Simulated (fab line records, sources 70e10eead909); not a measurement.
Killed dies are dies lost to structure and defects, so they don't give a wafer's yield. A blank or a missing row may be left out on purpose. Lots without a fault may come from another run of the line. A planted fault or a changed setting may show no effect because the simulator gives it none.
Problem report in the 8D (eight disciplines) form, filled by code | flow nand_harc | the parts of the form that need people (team, actions taken, sign-off) are left out

1. THE PROBLEM
cd_nm at NHARC_P_ZERO_WELL_CD_MEAS_11 reads a mean of 548.0 nm on 6 wafers of 2 lots; wafers without a fault read 500.1 nm with a standard deviation of 1.6. That is +30 standard deviations from the usual mean.
The step: target cd 500 nm.
First seen on wafer L872.1, day 5 19:14, on cd_sem-02. The record holds 42 wafers of 14 lots with a number at this step. Rule for "out", or "out of limits": more than 4 standard deviations from the usual mean. The other wafers with a number count as sound.

2. WHAT IT IS AND WHAT IT IS NOT
question                    | is                     | is not
which readings at this step | cd_nm                  | -
which lots                  | L872, L877             | L856, L857, L859, L861, L864, L865, L867, L868, L869, L871, L873, L878
which wafers of those lots  | all that have a number | -
read on which gauges        | cd_sem-01, cd_sem-02   | cd_sem-03
when                        | from day 5 19:14       | up to then (30 sound wafers); but 6 sound wafers of L873, L878 came after

3. SUSPECTS, AND WHAT RULES EACH OUT
Counting: a tool at a process step up to the reading stays a suspect if it ran every lot that is out and no sound lot after the first of them.
- the gauge at NHARC_P_ZERO_WELL_CD_MEAS_11: ruled out. The wafers that are out were read on 2 gauges (cd_sem-01, cd_sem-02).
- krf_scanner-03 at NHARC_P_ZERO_WELL_EXPOSE_08 (exposes mask P ZERO, target cd 500 nm): kept. It ran every lot that is out, first L872 (day 5 19:05), and no sound lot after that; its last sound lot up to then is L869 (day 5 01:01). Its own readings are out on those wafers: exposure_dose_mJ_cm2.
Left after counting: krf_scanner-03 at NHARC_P_ZERO_WELL_EXPOSE_08.

4. THE CAUSE (what the simulator had put in)
Process parameter drift: krf_scanner-03, from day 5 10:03 on, at NHARC_P_ZERO_WELL_EXPOSE_08. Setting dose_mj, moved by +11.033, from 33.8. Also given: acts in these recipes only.
Counting left only this tool.

5. THE CHAIN OF EFFECTS, in route order
Each row: a reading whose mean over the struck wafers that have a number lies more than 3 standard deviations from the usual. Only readings for which the record gives a usual standard deviation are gone through. hours: the time from each lot's start at the first step in this table that gives one to its start at this step, as a median over the lots. sigmas: the change in usual standard deviations.
hours | step                         | reading              | usual    | on struck wafers | change | sigmas
0     | NHARC_P_ZERO_WELL_EXPOSE_08  | exposure_dose_mJ_cm2 | 33.78    | 43.71            | +9.93  | +99 or more
0     | NHARC_P_ZERO_WELL_CD_MEAS_11 | cd_nm                | 500.1 nm | 548.0            | +47.9  | +30
The process steps in it:
- NHARC_P_ZERO_WELL_EXPOSE_08: exposes mask P ZERO, target cd 500 nm.

6. WHAT WOULD HAVE CAUGHT IT SOONER
In this record the first reading out of limits at a measuring or inspecting step was taken at day 5 19:14, 9 hours after the fault began at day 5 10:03.
The tool's own readings at NHARC_P_ZERO_WELL_EXPOSE_08 were out on every struck wafer that the step has a row for (exposure_dose_mJ_cm2): an alarm limit on them would have fired on the first of those.
Of the lots that are out (2), L877 began NHARC_P_ZERO_WELL_EXPOSE_08 on krf_scanner-03 after day 5 19:14. A hold on the tool at that time would have spared it.
